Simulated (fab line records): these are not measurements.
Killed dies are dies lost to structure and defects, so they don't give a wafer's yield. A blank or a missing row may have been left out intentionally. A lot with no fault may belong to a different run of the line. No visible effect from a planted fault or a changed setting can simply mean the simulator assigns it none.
fab line records -- flow n5-finfet
record lots=5, wafers=14, last-day=18
route steps=1938 shown BEOL_M4@1099 BEOL_M5@1112 BEOL_M11@1575 PASSIVATION@1936
lots untouched by any fault: they come from a run of this same line in which no faults occurred
start-h: hours from the record's first day to the start of the lot's first wafer shown -- wait-h: how many hours have passed since the lot's step before this one -- " same as the row above -- L1.1+2: one row covering several wafers at once -- - no value, or no start given -- * or withheld: withheld -- < > ~ a bound
route shown NAME@n: a module of which the file shows steps, and the number in the route of the first -- usual: mean/standard deviation taken from wafers without a fault -- same: alike in all rows -- chamber/n: place in a boat -- sites: each site's reading -- _std_site: standard deviation across them -- _edge_site: the outer-site mean with the inner-site mean subtracted -- radius-mm: how far each site lies from the wafer's centre -- mask NAME#n: copy n -- behind: the tool/chamber that last shaped the wafer -- hold: what put the lot on hold/how long, in hours/how the hold closed -- device: transistor that didn't switch, given as n, p or np -- end of line: tests of these same wafers at the route's end -- for a step that has no rows: nothing shown but its recipe -- killed: dies lost to structure and defects at the first sort, not the wafer's yield -- map: shows each die of a wafer: x if killed, . if not, _ if none is there
set.NAME: the setting the step ran with; set.NAME@STEP: the setting that earlier step ran with -- model.NAME: the simulator's own value behind a step, which no gauge read
certain route steps with their lots: each step a table, each wafer a row
services: from which hour (start-h, from the record's first day; less than 0 if before it) a tool's chamber was out of use, for how many hours, and why
## steps
# step N5_BEOL_M4_ANNEAL_95
# recipe temp-c=400, time-s=240, ambient=vacuum
# step N5_BEOL_M4_SPUTTER_96
# recipe material=Cu, target-thk-a=45, temp-c=-20, chamber-pressure-pa=0.07, power-w=withheld, time-s=8.29
# step N5_BEOL_M4_ECD_50
# recipe material=Cu, target-thk-a=3000
# step N5_BEOL_M4_ANNEAL_51
# recipe temp-c=225, time-s=90, ambient=N2
# step N5_BEOL_M4_CMP_52
# recipe stop-on=SiOC, t-overpolish-s=6.8, down-force-psi=1, platen-rpm=50, clearing-platen-down-force-psi=1.5, clearing-platen-rpm=50, post-cmp-clean=cu-alkaline, target-thk-nm=40, clearing-platen-pad-velocity-m-s=0.99484, pad-velocity-m-s=0.99484
# step N5_BEOL_M4_PRE_CLEAN_60
# recipe gas=NH3/H2, time-s=15, temp-c=*, rf-power-w=300
# step N5_BEOL_M4_CO_CAP_55
# recipe material=Co, target-thk-a=20, temp-c=200, precursor=CCTBA/H2, pressure-torr=30, time-s=102.1
# step N5_BEOL_M4_PRE_CLEAN_56
# recipe gas=NH3, time-s=15, temp-c=withheld, rf-power-w=300
# step N5_BEOL_M4_DEP_57
# recipe material=SiCN, target-thk-a=80, temp-c=withheld, precursor=3MS/NH3, pressure-torr=3, rf-w=202, time-s=14
# step N5_BEOL_M4_RC_MEAS_101
# usual DIBL_N=36.3/1.6, DIBL_P=36.4/2.1, IOFF_N=0.16/0.032, IOFF_P=0.22/0.044, ION_N=675/12, ION_P=463/8.3, SS_N=71.6/0.64, SS_P=73.3/0.67, VT_N=250/3.3, VT_P=-250/3.7
lot.wafer,tool,chamber,start-h,wait-h,DIBL_N[mV/V],DIBL_P[mV/V],IOFF_N[nA/um],IOFF_P[nA/um],ION_N[uA/um],ION_P[uA/um],SS_N[mV/dec],SS_P[mV/dec],VT_N[mV],VT_P[mV]
L193.1,prober-02,0,232.19,0.0,36.9,35.8,0.16,0.20,686,462,71.2,72.5,248,-251
L193.2,prober-02,0,232.19,0.0,37.4,36.2,0.18,0.22,687,459,71.3,72.7,246,-248
L193.5,prober-02,0,232.19,0.0,39.1,38.6,0.21,0.25,685,463,72.0,73.3,247,-247
L195.1,prober-01,0,252.31,0.0,35.3,37.2,0.15,0.23,675,466,72.0,73.5,252,-248
L195.4,prober-01,0,252.31,0.0,38.3,40.3,0.20,0.29,687,474,72.6,74.3,250,-244
L195.6,prober-01,0,252.31,0.0,37.8,39.4,0.19,0.27,676,463,72.0,74.6,248,-247
L196.3,prober-01,0,255.01,0.3,40.7,41.1,0.23,0.41,683,480,73.0,75.3,246,-240
L196.5,prober-01,0,255.01,0.3,37.5,37.5,0.17,0.29,677,472,72.6,73.3,248,-242
L208.1,prober-01,0,321.61,0.0,39.1,40.5,0.25,0.32,694,475,72.6,74.5,241,-243
L208.4,prober-01,0,321.61,0.0,36.1,36.6,0.17,0.24,680,467,72.0,73.4,247,-247
L208.5,prober-01,0,321.61,0.0,35.1,35.8,0.16,0.24,684,477,71.2,72.7,247,-246
L206.2,prober-02,0,323.63,0.2,38.0,39.4,0.20,0.27,691,474,71.1,73.8,243,-245
L206.4,prober-02,0,323.63,0.2,36.5,36.9,0.16,0.23,666,464,72.3,73.1,247,-246
L206.5,prober-02,0,323.63,0.2,35.3,35.1,0.13,0.19,668,464,71.1,73.3,255,-249
# step N5_BEOL_M5_ILD_DEP_00
# recipe material=SiCOH_lowk, target-thk-a=1406.4, temp-c=300, precursor=DEMS/porogen, pressure-torr=5, rf-w=500, time-s=25.9
# step N5_BEOL_M5_CURE_79
# recipe temp-c=385, time-s=240, ambient=He/Ar, material=SiCOH_lowk
# step N5_BEOL_M5_PECVD_70
# recipe material=SiO2, target-thk-a=160, temp-c=400, precursor=TEOS/O2, pressure-torr=5.5, rf-w=450, teos-flow-sccm=53.8, gas=O2, flow-sccm=3000, time-s=18
# step N5_BEOL_M5_HM_DEP_02
# recipe material=TiN, target-thk-a=200, temp-c=25, chamber-pressure-pa=0.49996
# step N5_BEOL_M5_COAT_59
# recipe resist=SOC, temp-c=250, time-s=60, spin-rpm=1500, resist-thk-nm=60
# step N5_BEOL_M5_COAT_60
# recipe resist=SiARC, temp-c=220, time-s=60, spin-rpm=1500, resist-thk-nm=12
# step N5_BEOL_M5_COAT_71
# recipe resist=underlayer, temp-c=205, time-s=60, spin-rpm=1500, resist-thk-nm=5
# step N5_BEOL_M5_COAT_05
# recipe resist=CAR-EUV, spin-rpm=1500, resist-thk-nm=30
# step N5_BEOL_M5_EBR_07
# recipe solvent=PGMEA, ebr-width-mm=1.5
# step N5_BEOL_M5_SOFTBAKE_06
# recipe temp-c=110, time-s=60, resist=CAR-EUV
# step N5_BEOL_M5_EXPOSE_08
# recipe mask-id=M5, na=0.33, source-shape=annular, sigma-inner=0.4, sigma-outer=0.8, polarization=unpolarized, target-cd-nm=28, dose-mj=35.75
# step N5_BEOL_M5_PEB_09
# recipe peb-temp-c=100, peb-time-s=60, resist=CAR-EUV
# step N5_BEOL_M5_DEVELOP_10
# recipe develop-time-s=30, developer=TMAH, resist=CAR-EUV, rinse-liquid=surfactant-rinse, dry=air-spin, dev-temp-c=23
# step N5_BEOL_M5_DESCUM_16
# recipe chemistry=O2, time-s=7, source-power-w=50, bias-power-w=20, pressure-mtorr=20, rf-frequency-hz=2.712e+07, temp-c=40, resist=CAR-EUV, o2-flow-sccm=225
# step N5_BEOL_M5_ETCH_72
# recipe chemistry=N2/H2, target=underlayer, target-depth-a=65, mask-material=CAR-EUV, time-s=5.2, ion-energy-ev=200, pressure-mtorr=30, source-w=840, bias-w=150, n2-flow-sccm=200, h2-flow-sccm=200, ends=cleared
# step N5_BEOL_M5_ETCH_61
# recipe chemistry=CF4, target=SiARC, target-depth-a=156, mask-material=CAR-EUV, time-s=26, ion-energy-ev=80, pressure-mtorr=40, source-w=545, bias-w=36, Ar_flow_sccm=100, cf4-flow-sccm=100, ends=cleared
# step N5_BEOL_M5_ETCH_62
# recipe chemistry=N2/H2, target=SOC, target-depth-a=750, overetch-a=150, mask-material=SiARC, temp-c=40, time-s=112.5, ion-energy-ev=200, pressure-mtorr=30, source-w=840, bias-w=150, n2-flow-sccm=200, h2-flow-sccm=200
# step N5_BEOL_M5_STRIP_63
# recipe chemistry=N2/H2, temp-c=40, n2-flow-sccm=200, h2-flow-sccm=200, rf-frequency-hz=6e+07
# step N5_BEOL_M5_STRIP_73
# recipe chemistry=N2/H2, temp-c=40, n2-flow-sccm=200, h2-flow-sccm=200, rf-frequency-hz=6e+07
# step N5_BEOL_M5_STRIP_64
# recipe chemistry=CF4, resist=SiARC, power-w=300, bias-power-w=75, pressure-mtorr=50, cf4-flow-sccm=150, rf-frequency-hz=6e+07
# step N5_BEOL_M5_HM_OPEN_17
# recipe chemistry=Cl2/BCl3, target-depth-a=200, overetch-a=60, target=TiN, mask-material=SOC, ion-energy-ev=150, pressure-mtorr=10, icp-w=1000, bias-w=126, Cl2_flow_sccm=53.25, bcl3-flow-sccm=21.75, Ar_flow_sccm=25
# step N5_BEOL_M5_STRIP_19
# recipe chemistry=O2, power-w=400, temp-c=40, pressure-mtorr=30, rf-frequency-hz=6e+07, bias-power-w=0, overash-fraction=0.2, o2-flow-sccm=225
# step N5_BEOL_M5_COAT_65
# recipe resist=SOC, temp-c=250, time-s=60, spin-rpm=1500, resist-thk-nm=60
# step N5_BEOL_M5_COAT_66
# recipe resist=SiARC, temp-c=220, time-s=60, spin-rpm=1500, resist-thk-nm=12
# step N5_BEOL_M11_VIA_ETCH_34
# recipe chemistry=C4F6/O2, target=SiCOH_lowk, target-depth-a=1845, mask-material=SOC, taper-deg=4, time-s=69.2, ion-energy-ev=250, pressure-mtorr=30, source-w=345, bias-w=185, Ar_flow_sccm=300, C4F6_flow_sccm=10, O2_flow_sccm=10
# usual drypump-motor-current-A=5.6/0.44, oes-product-au=0.80/0.079, rf-vpp-V=660/14, showerhead-plenum-p-Torr=2.82/0.083, throttle-valve-pct=21.01/0.17
lot.wafer,tool,chamber,start-h,wait-h,drypump-motor-current-A,oes-product-au,rf-hours-counter-h,rf-vpp-V,showerhead-plenum-p-Torr,throttle-valve-pct,model.etch.depth-nm,model.SOC_of_BEOL_M11_COAT_63.thk-nm
L193.1,rie-diel-05,2,292.49,0.0,5.5,0.62,175,652,2.75,21.07,137,93.8
L193.2,rie-diel-05,0,292.49,0.0,4.7,0.69,230,660,2.91,21.10,181.6,91.4
L193.5,rie-diel-05,2,292.49,0.0,5.5,0.74,-,651,2.75,21.12,187.7,91.6
L195.1,rie-diel-05,1,311.08,0.0,5.9,0.69,92,661,2.99,21.15,136.2,93.8
L195.4,rie-diel-05,0,311.08,0.0,4.7,0.69,235,658,2.91,21.10,181.5,91.8
L195.6,rie-diel-05,0,311.08,0.0,4.7,0.68,-,658,2.91,21.10,180.1,92
L196.3,rie-diel-05,1,324.61,0.0,5.9,0.68,96,663,2.99,21.16,136.5,93.8
L196.5,rie-diel-05,1,324.61,0.0,5.9,0.83,-,661,2.99,21.20,187.2,91.4
L208.1,rie-diel-01,2,372.98,0.0,5.1,0.79,101,662,2.86,20.73,186.6,91.6
L208.4,rie-diel-01,3,372.98,0.0,6.3,0.82,90,657,2.79,21.13,184.1,92
L208.5,rie-diel-01,0,372.98,0.0,6.1,0.86,-,695,2.90,21.12,189.6,91.4
L206.2,rie-diel-05,1,382.99,0.0,5.9,0.80,115,662,2.98,21.23,185,92.4
L206.4,rie-diel-05,2,382.99,0.0,5.5,0.72,-,652,2.74,21.16,183.8,92.2
L206.5,rie-diel-05,0,382.99,0.0,4.7,1.00,-,657,2.90,20.71,189.2,92.2
# step N5_PASSIVATION_PROBE_49
# usual defect-limited-yield=91.4/1.2, killed_at_M0_to_M3=35/11, killed_at_M4_up=14/6, killed-at-contacts=12/6.7, killed-at-front-end=37/9.7, killed-at-other=3.5/2.5, killed-dies=102/15, killed-on-rim=13/3.6, killed-open=67/12, killed-short=33/7.3, sort_bin_5_function=5.1/0.81, sort_bin_6_memory=3.2/0.65, sort-n-pass=1078/15, sort-yield-pct=91.4/1.2
# same gross-dies=1180, killed-at-back-side=0, sort_bin_4_leakage[%]=0, sort_bin_8_speed[%]=0
lot.wafer,tool,chamber,start-h,wait-h,defect-limited-yield[%],killed_at_M0_to_M3,killed_at_M4_up,killed-at-contacts,killed-at-front-end,killed-at-other,killed-dies,killed-on-rim,killed-open,killed-short,sort_bin_5_function[%],sort_bin_6_memory[%],sort-n-pass,sort-yield-pct[%]
L193.1,prober-01,-,345.46,0.0,0.3,40,1093,6,37,1,1177,152,64,30,97.1,2.3,3,0.3
L195.1,prober-01,-,359.73,0.0,1.6,28,1091,6,31,5,1161,141,46,32,95.8,2.3,19,1.6
L196.3,prober-01,-,372.87,0.1,1.9,38,1066,11,43,0,1158,144,68,32,95.0,2.9,22,1.9
# killed by level:class
L193.1 BEOL_M11:area-etch=1082 BEOL_M2:geometric-particle:open=12 FIN_SAQP:geometric-particle:short=9 STI_FIN_REVEAL:geometric-particle:open=8 BEOL_M3:geometric-particle:open=6 BEOL_M2:geometric-particle:short=6 FIN_SAQP:geometric-particle:open=5 BEOL_M4:geometric-particle:open=5
L195.1 BEOL_M11:area-etch=1083 FIN_SAQP:geometric-particle:open=9 FIN_SAQP:geometric-particle:short=7 MOL_CONTACT_COAG:geometric-particle:open=6 BEOL_M2:geometric-particle:open=5 GATE_CUT:geometric-particle:short=4 BEOL_M1:geometric-particle:short=4 BEOL_M3:geometric-particle:open=4
L196.3 BEOL_M11:area-etch=1056 BEOL_M0_SAQP:geometric-particle:open=14 STI_FIN_REVEAL:geometric-particle:open=11 FIN_SAQP:geometric-particle:open=10 MOL_CONTACT_COAG:geometric-particle:open=8 BEOL_M0_SAQP:geometric-particle:short=8 FIN_SAQP:geometric-particle:short=6 BEOL_M1:geometric-particle:open=6
# map L193.1 (x killed, . not)
_________________xxxxxxxxxxxx________________
______________xxxxxxxxxxxxxxxxxx_____________
___________xxxxxxxxxxxxxxxxxxxxxxxx__________
__________xxxxxxxxxxxxxxxxxxxxxxxxxx_________
________xxxxxxxxxxxxxxxxxxxxxxxxxxxxxx_______
_______xxxxxxxxxxxxxxxxxxxxxxxxxxxxxxxx______
______xxxxxxxxxxxxxxxxxxxxxxxxxxxxxxxxxx_____
_____xxxxxxxxxxxxxxxxxxxxxxxxxxxxxxxxxxxx____
____xxxxxxxxxxxxxxxxxxxxxxxxxxxxxxxxxxxxxx___
___xxxxxxxxxxxxxxxxxxxxxxxxxxxxxxxxxxxxxxxx__
___xxxxxxxxxxxxxxxxxxxxxxxxxxxxxxxxxxxxxxxx__
__xxxxxxxxxxxxxxxxxxxxxxxxxxxxxxxxxxxxxxxxxx_
__xxxxxxxxxxxxxxxxxxxxxxxxxxxxxxxxxxxxxxxxxx_
_xxxxxxxxxxxxxxxxxxxxxxxxxxxxxxxxxxxxxxxxxxxx
_xxxxxxxxxxxxxxxxxxxxxxxxxxxxxxxxxxxxxxxxxxxx
_xxxxxxxxxxxxxxxxxxxxxxxxxxxxxxxxxxxxxxxxxxxx
_xxxxxxxxxxxxxxxxxxxxxxxxxxxxxxxxxxxxxxxxxxxx
_xxxxxxxxxxxxxxxxxxxxxxxxxxxxxxxxxxxxxxxxxxxx
_xxxxxxxxxxxxxxxxxxxxxxxxxxxxxxxxxxxxxxxxxxxx
_xxxxxxxxxx.xxxxxxxxxxxxxxxxxxxxxxxxxxxxxxxxx
_xxxxxxxxxxxxxxx.xxxxxxxxxxxxxxxxxxxxxxxxxxxx
__xxxxxxxxxxxxxxxxxxxxxxxxxxxxxxxxxxxxxxxxxx_
__xxxxxxxxxxxxxxxxxxxxxxxxxxxxxxxxxxxxxxxxxx_
___xxxxxxxxxxxxxxxxxxxxxxxxxxxxxxxxxxxxxxxx__
___xxxxxxxxxx.xxxxxxxxxxxxxxxxxxxxxxxxxxxxx__
____xxxxxxxxxxxxxxxxxxxxxxxxxxxxxxxxxxxxxx___
_____xxxxxxxxxxxxxxxxxxxxxxxxxxxxxxxxxxxx____
______xxxxxxxxxxxxxxxxxxxxxxxxxxxxxxxxxx_____
_______xxxxxxxxxxxxxxxxxxxxxxxxxxxxxxxx______
________xxxxxxxxxxxxxxxxxxxxxxxxxxxxxx_______
__________xxxxxxxxxxxxxxxxxxxxxxxxxx_________
___________xxxxxxxxxxxxxxxxxxxxxxxx__________
______________xxxxxxxxxxxxxxxxxx_____________
_________________xxxxxxxxxxxx________________
# map L195.1 (x killed, . not)
_________________xxxxxxxxxxxx________________
______________xxxxxxxxxxxxxxxxxx_____________
___________xxxxxxxxxxxxxxxxxxxxxxxx__________
__________xxxxxxxxxxxxxxxxxxxxxxxxxx_________
________xxxxxxxxxxxxxxxxxxxxxxxxxxxxxx_______
_______xxxxxxxxxxxxxxxxxxxxxxxxxxxxxxxx______
______xxxxxxxxxxxxxxxxxxxxxxxxxxxxxxxxxx_____
_____xxxxxxxxxxxxxxxxxxxxxxxxxxxxxxxxxxxx____
____xxxxxxxxxxxxxxxxxxxxxxxxxxxxxxxxxxxxxx___
___xxxxxxxxxxxxxxxxxxxxxxxxxxxxxxxxxxxxxxxx__
___xxxxxxxxxxxxxxxxxxxxxxxxxxxxxxxxxxxxxxxx__
__xxxxxxxxxxxxxxxxxxxxxxxxxxxxxxxxxxxxxxxxxx_
__xxxxxxxxxxxxxxxxxxxxxxxxxxxxxxxxxxxxxxxxxx_
_xxxxxxxxxxxxxxxxxxxxxxxxxxxxxxxxxxxxxxxxxxxx
_xxxxxxxxxxxxxxxxxxxxxxxxxxxxxxxxxxxxxxxxxxxx
_xxxxxxxxxxxxxxxxxxxxxxxxxxxxxxxxxxxxxxxxxxxx
_xxxxxxxxxxxxxxxxxxxxxxxxxxxxxxxxxxxxxx.xxxxx
_xxxxxxxxxxxxxxxxxxxxxxxxxxxxxxxxxxxxxxxxxxxx
_xxxxxxxxxxxxxxxxxxxxxxxxxxxxxxxxxxxxxxxxxxx.
_xxxxxxxxxxxxxxxxxxxxxxxxxxxxxxxxxxxxxxxx.xxx
_xxxxxxxxxxxxxxxxxxxxxxxxxxxxxxxxxxxxxx.xx...
__xxxxxxxxxxxxxxxxxxxxxxxxxxxxxxxxxxxxxxxx.._
__xxxxxxxxxxxxxxxxxxxxxxxxxxxxxxxxxxxxxxxxx._
___xxxxxxxxxxxxxxxxxxxxxxxxxxxxxxxxxxxxx.x.__
___xxxxxxxxxxxxxxxxxxxxxxxxxxxxxxxxxxx.xx.x__
____xxxxxxxxxxxxxxxxxxxxxxxxxxxxxxxxxxxx..___
_____xxxxxxxxxxxxxxxxxxxxxxxxxxxxxxxxxxx.____
______xxxxxxxxxxxxxxxxxxxxxxxxxxxxxxxxx._____
_______xxxxxxxxxxxxxxxxxxxxxxxxxxxxx.xx______
________xxxxxxxxxxxxxxxxxxxxxxxxxxxxxx_______
__________xxxxxxxxxxxxxxxxxxxxxxxxxx_________
___________xxxxxxxxxxxxxxxxxxxxxxxx__________
______________xxxxxxxxxxxxxxxxxx_____________
_________________xxxxxxxxxxxx________________
## services
tool,chamber,start-h,hours,kind
rie-diel-01,0,301.70,3.2,repair
rie-diel-01,1,338.42,-,clean
rie-diel-01,1,338.42,-,consumable-replace:focus-ring
rie-diel-01,1,338.42,24.1,scheduled-down
rie-diel-01,1,338.42,24.1,vent-cycle
rie-diel-05,0,365.49,-,clean
rie-diel-05,0,365.49,-,consumable-replace:focus-ring
rie-diel-05,0,365.49,13.6,scheduled-down
rie-diel-05,0,365.49,13.6,vent-cycle
rie-diel-01,0,378.42,9.6,repair
rie-diel-05,3,378.97,14.3,repair
rie-diel-05,0,379.15,1.6,repair
## key
first-sign step=N5_PASSIVATION_PROBE_49, reading=killed_at_M4_up, direction=up, sigmas=99+, usual=14, struck=1083
effect step=N5_PASSIVATION_PROBE_49, reading=sort_bin_5_function, direction=up, sigmas=99+, usual=5.1, struck=96.0
model-effect step=N5_BEOL_M11_VIA_ETCH_34, value=etch.depth-nm, without=186.9, struck=136.6
more-kills-born-at N5_BEOL_M11_VIA_ETCH_34@rie-diel-05=3221
met-at N5_BEOL_M11_VIA_ETCH_34
struck-wafers L193.1,L195.1,L196.3
later-rows-left-out L193.1,L195.1,L196.3
fault kind=process-parameter-drift, tool=rie-diel-05, chamber=-, onset-h=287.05, steps=N5_BEOL_M11_VIA_ETCH_34, channel=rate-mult, offset=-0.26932, shape=step, end-h=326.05, scope=struck-wafers-only
# later-rows-left-out: the simulator's readings of these wafers behind a module that went badly wrong aren't trusted and aren't shown, but for the sort
